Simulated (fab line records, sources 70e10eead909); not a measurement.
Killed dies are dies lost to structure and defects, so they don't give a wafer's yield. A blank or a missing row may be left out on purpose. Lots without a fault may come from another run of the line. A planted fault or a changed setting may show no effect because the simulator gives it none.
One fault seen from 2 desks | flow nand_harc | each desk has only its own numbers; what lay behind them comes last

THE TOOL OWNER'S DESK: ecd_cu-02
The tool's own readings at NHARC_A_M1_ECD_22 (material Cu, target thk 400 nm): means of the sampled wafers that have a number, for each lot that ran on this tool. A lot is out of limits, marked OUT, if its mean lies more than 4 standard deviations from the usual mean; the brackets give that distance.
Columns: A = bath_heat_duty_pct at NHARC_A_M1_ECD_22, usual 6.7 %
lot  | first seen here | A
L812 | day 23 08:11    | 7.1
L816 | day 24 06:59    | 7.0
L829 | day 30 07:03    | 7.5
L830 | day 30 11:27    | 8.1
L831 | day 30 18:51    | 7.3
This desk's finding: nothing out of limits on any of the 5 lots.

THE METROLOGY DESK
What the gauges read, lot by lot, whatever tool the lot ran on: means of the sampled wafers that have a number. A lot is out of limits, marked OUT, if its mean lies more than 4 standard deviations from the usual mean; the brackets give that distance.
Columns: A = cd_nm at NHARC_A_M1_CD_MEAS_16, usual 120.0 nm
lot  | first seen here | A
L814 | day 23 05:47    | 120.8
L812 | day 23 07:07    | 119.7
L816 | day 24 05:52    | 120.6
L817 | day 25 06:01    | 119.7
L818 | day 25 11:47    | 119.0
L819 | day 26 05:56    | 119.9
L820 | day 26 18:56    | 119.9
L824 | day 27 15:59    | 121.3
L829 | day 30 05:50    | 120.0
L830 | day 30 10:23    | 119.5
L831 | day 30 17:35    | 120.2
L832 | day 31 01:25    | 119.0
L833 | day 31 16:20    | 119.4
L835 | day 32 11:25    | 119.9
This desk's finding: nothing out of limits on any of the 14 lots.

PUT TOGETHER
The tool owner's desk saw nothing out of limits.
The metrology desk saw nothing out of limits.

WHAT THE SIMULATOR HAD PUT IN
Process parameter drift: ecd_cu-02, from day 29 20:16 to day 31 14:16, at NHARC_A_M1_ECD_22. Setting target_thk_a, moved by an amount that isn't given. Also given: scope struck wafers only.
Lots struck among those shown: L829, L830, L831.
